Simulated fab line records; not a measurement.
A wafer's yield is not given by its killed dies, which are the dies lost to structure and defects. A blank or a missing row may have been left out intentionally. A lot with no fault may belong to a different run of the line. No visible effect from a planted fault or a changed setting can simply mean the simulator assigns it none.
What tool caused it?	flow n5_finfet	36 wafers sampled from 12 lots at 1 step of a route of 1938

## WHAT THE GAUGES SHOWED, per wafer
N5_GATE_CUT_INSPECT_15: inspects for defects (brightfield). Usual: raw_defect_count 133, standard deviation 48.
lot	measured	on	raw_defect_count	flag
L600	day 4 20:07	defect_inspect-02	69 156 108	
L601	day 5 03:38	defect_inspect-02	148 104 184	
L604	day 5 17:07	defect_inspect-01	65 52 112	
L605	day 6 02:02	defect_inspect-01	139 156 136	
L607	day 6 13:58	defect_inspect-02	96 249 277	
L608	day 6 17:49	defect_inspect-01	93 126 78	
L609	day 7 00:50	defect_inspect-02	224 207 151	
L610	day 7 05:45	defect_inspect-02	115 122 76	
L611	day 7 16:21	defect_inspect-02	106 123 144	
L620	day 10 01:22	defect_inspect-01	153 105 190	
L621	day 10 02:16	defect_inspect-01	63 115 76	
L622	day 10 08:52	defect_inspect-02	140 157 137	

## WHAT TOOL EACH LOT RAN ON (gives the tool, then ch and the chambers of the sampled wafers, and finally the start)
Record: no process step prior to these readings.

## AS READ BY THE TOOLS THEMSELVES (means over the sampled wafers that have a number; for cases with no such wafer, the mark the record gives instead)
The record holds no such reading with a usual standard deviation.

## THE ANSWER, worked out from the rows above alone
Rule: a lot is off if the mean of its wafers that have a number lies more than 3 standard deviations from the usual mean. A lot without any number at a reading at which 4 lots or more have one is off too. Where the step has rows for the other lots, those lots are counted as sound. After the gauges, taken in route order, come the tools' own readings; for these a lot's mean is taken, as printed above. The first step at which some lot is off is used, and at that step the reading that is off furthest; a lot without a number counts as furthest.
Across all readings shown, no lot is off: no conclusion can be drawn from this.

## WHAT HAD BEEN PUT IN BY THE SIMULATOR
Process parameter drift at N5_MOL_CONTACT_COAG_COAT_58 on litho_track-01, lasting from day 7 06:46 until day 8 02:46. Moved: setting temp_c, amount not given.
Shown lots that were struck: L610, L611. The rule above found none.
